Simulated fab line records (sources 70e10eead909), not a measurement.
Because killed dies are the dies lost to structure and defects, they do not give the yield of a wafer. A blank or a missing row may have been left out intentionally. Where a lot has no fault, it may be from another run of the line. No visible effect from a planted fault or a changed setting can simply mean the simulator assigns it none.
A lot that was struck, set against a sound lot | flow nand_harc | 40 steps out of a route of 1302
Sound: these wafers, L637.1, L637.2, L637.3. Wafers struck: L646.1, L646.2, L646.3. The cause is given at the end.
Order at every step that has rows: each side's tool, ch and its chambers, its first start. Under that, the readings that differ: sound wafers | struck wafers | difference of the means | sigmas: that difference in standard deviations of wafers without a fault.
alike: readings whose means differ by less than 2 such deviations, and words and numbers that are the same on both sides. not compared: withheld readings, readings that some wafer has no value for, bounds like >300 that may hide the same value, and numbers for which the record gives no deviation and whose values overlap.
A row with sigmas, a row that says differs or no value, or rows on one side alone: a step with any of these is where the two part. Numbers that don't overlap but have no deviation are shown without sigmas and don't part them. Lack of a reading on every wafer of one side parts them only where that side has two or more wafers.

first, 5 steps without rows for these wafers: NHARC_P_CONTACT_SOFTBAKE_07 (time 55 s); NHARC_P_CONTACT_EBR_08; NHARC_P_CONTACT_EXPOSE_09 (exposes mask P CA, target cd 90 nm); NHARC_P_CONTACT_PEB_10 (peb time 65 s); NHARC_P_CONTACT_DEVELOP_11 (develop time 35 s).
NHARC_P_CONTACT_CD_MEAS_12 targets a cd of 90 nm.
  sound on cd_sem-03 ch 0, day 8 07:07; struck on cd_sem-03 ch 0, day 12 00:48
  alike: cd_nm
NHARC_P_CONTACT_OVL_MEAS_13:
  sound: overlay-01 at day 8 07:13; struck: overlay-01 at day 12 00:53
  reading           | sound          | struck      | difference | sigmas
  overlay_x_nm (nm) | -0.8 -1.1 -1.2 | 0.9 1.3 1.1 | +2.1       | +3
  alike: overlay_y_nm
NHARC_P_CONTACT_INSPECT_14:
  sound: defect_inspect-02 at day 8 07:15; struck: defect_inspect-01 at day 12 00:56
  alike: raw_defect_count
then, 3 steps without rows for these wafers: NHARC_P_CONTACT_DESCUM_17 (chemistry O2, time 3 s); NHARC_P_CONTACT_ETCH_35 (etches the open film in CF4, target depth 39 nm, time 65 s); NHARC_P_CONTACT_ETCH_36 (etches the open film in N2/H2, target depth 260 nm, time 406.25 s).
NHARC_P_CONTACT_ETCH_18: etches the open film in C4F8/O2/Ar, target depth 481 nm, time 240.5 s.
  sound: rie_diel-06 ch 0,2,3; struck: rie_diel-06 ch 0,1
  alike: oes_product_au, rf_vpp_V
  not compared: rf_hours_counter_h
NHARC_P_CONTACT_STRIP_37: strips in C4F8/O2/Ar.
  sound on rie_diel-06 ch 0,1,3, day 8 07:59; struck on rie_diel-06 ch 0,1,2, day 12 02:03
then, 1 step without rows for these wafers: NHARC_P_CONTACT_ETCH_31 (etches the open film in CH3F/O2, target depth 30 nm, time 85.7 s).
NHARC_P_CONTACT_CD_MEAS_19:
  sound: cd_sem-01 at day 8 08:11; struck: cd_sem-03 at day 12 02:16
  alike: cd_nm
NHARC_P_CONTACT_STRIP_28: strips in O2.
  sound on rie_diel-13 ch 0,1,2, day 8 08:15; struck on rie_diel-12 ch 1,2,3, day 12 02:21
  reading                | sound       | struck      | difference | sigmas
  rf_hours_counter_h (h) | 0.3 0.4 0.3 | 9.0 8.2 8.6 | +8.3       |
  alike: drypump_motor_current_A, oes_product_au, rf_vpp_V, showerhead_plenum_p_Torr, throttle_valve_pct
then, 3 steps without rows for these wafers: NHARC_P_CONTACT_STRIP_29 (strips in post etch residue remover, time 1200 s); NHARC_P_CONTACT_DEGAS_38 (time 60 s); NHARC_P_CONTACT_PRE_CLEAN_39 (time 19.5 s).
NHARC_P_CONTACT_PVD_32: deposits Ti, target thk 5 nm, time 17.7 s.
  sound on pvd_sputter-02; struck on pvd_sputter-03
  alike: throttle_valve_pct
NHARC_P_CONTACT_ALD_22: deposits TiN, target thk 3 nm, pulse time 1 s, ald cycles 150.
  sound on ald_metal-02 ch 0,1,2, day 8 09:08; struck on ald_metal-04 ch 0,1,3, day 12 03:13
  alike: heater_power_outer_w, heater_power_w, precursor_pulse_height_rel
then, 1 step without rows for these wafers: NHARC_P_CONTACT_CVD_23 (deposits W, target thk 200 nm, time 557 s).
NHARC_P_CONTACT_CMP_24: polishes, t overpolish 30 s, target thk 200 nm.
  sound on cmp-01 ch 0,1,3, day 8 09:59; struck on cmp-01 ch 0,1,3, day 12 04:04
  alike: motor_current_A, overpolish_run_s, pad_life_wafers, slurry_flow_ml_min, time_to_endpoint_s
then, 11 steps without rows for these wafers: NHARC_P_CONTACT_SRD_26; NHARC_P_M0_DEP_00 (deposits SiOC, target thk 150 nm); NHARC_P_M0_DEHYDRATE_01 (time 120 s); NHARC_P_M0_HMDS_02 (time 30 s); NHARC_P_M0_COAT_33 (time 65 s); NHARC_P_M0_COAT_03 (resist thk 90 nm); NHARC_P_M0_SOFTBAKE_04 (time 55 s); NHARC_P_M0_EBR_05; NHARC_P_M0_EXPOSE_06 (exposes mask P M0, target cd 90 nm); NHARC_P_M0_PEB_07 (peb time 65 s); NHARC_P_M0_DEVELOP_08 (develop time 35 s).
NHARC_P_M0_CD_MEAS_09 targets a cd of 90 nm.
  sound on cd_sem-02 ch 0, day 8 11:18; struck on cd_sem-03 ch 0, day 12 05:15
  reading    | sound          | struck         | difference | sigmas
  cd_nm (nm) | 90.9 90.7 91.3 | 88.7 89.5 89.0 | -1.9       | -3
NHARC_P_M0_OVL_MEAS_10: pitch 180 nm.
  sound: overlay-02 at day 8 11:23; struck: overlay-02 at day 12 05:20
  alike: overlay_x_nm, overlay_y_nm
then, 3 steps without rows for these wafers: NHARC_P_M0_DESCUM_14 (chemistry O2, time 3 s); NHARC_P_M0_ETCH_34 (etches the open film in N2/H2, target depth 40 nm, overetch 12 nm, time 43.94 s); NHARC_P_M0_ETCH_15 (etches the open film in C4F8/Ar, target depth 150 nm, overetch 15 nm, time 82.5 s).
-- the record jumps here: 18 days lie between the struck wafers' starts before and after (it left off in module P_M0 and takes up again in module END, whose first step shown is number 1302 of the route) --
NHARC_END_SORT_01:
  here the record holds rows for the struck wafers (prober-02 ch 0, day 30 07:48) but none for the sound ones

## WHERE THEY PART
First at NHARC_P_CONTACT_OVL_MEAS_13; last, within this record, at NHARC_END_SORT_01.

WHY: whatever the simulator had introduced
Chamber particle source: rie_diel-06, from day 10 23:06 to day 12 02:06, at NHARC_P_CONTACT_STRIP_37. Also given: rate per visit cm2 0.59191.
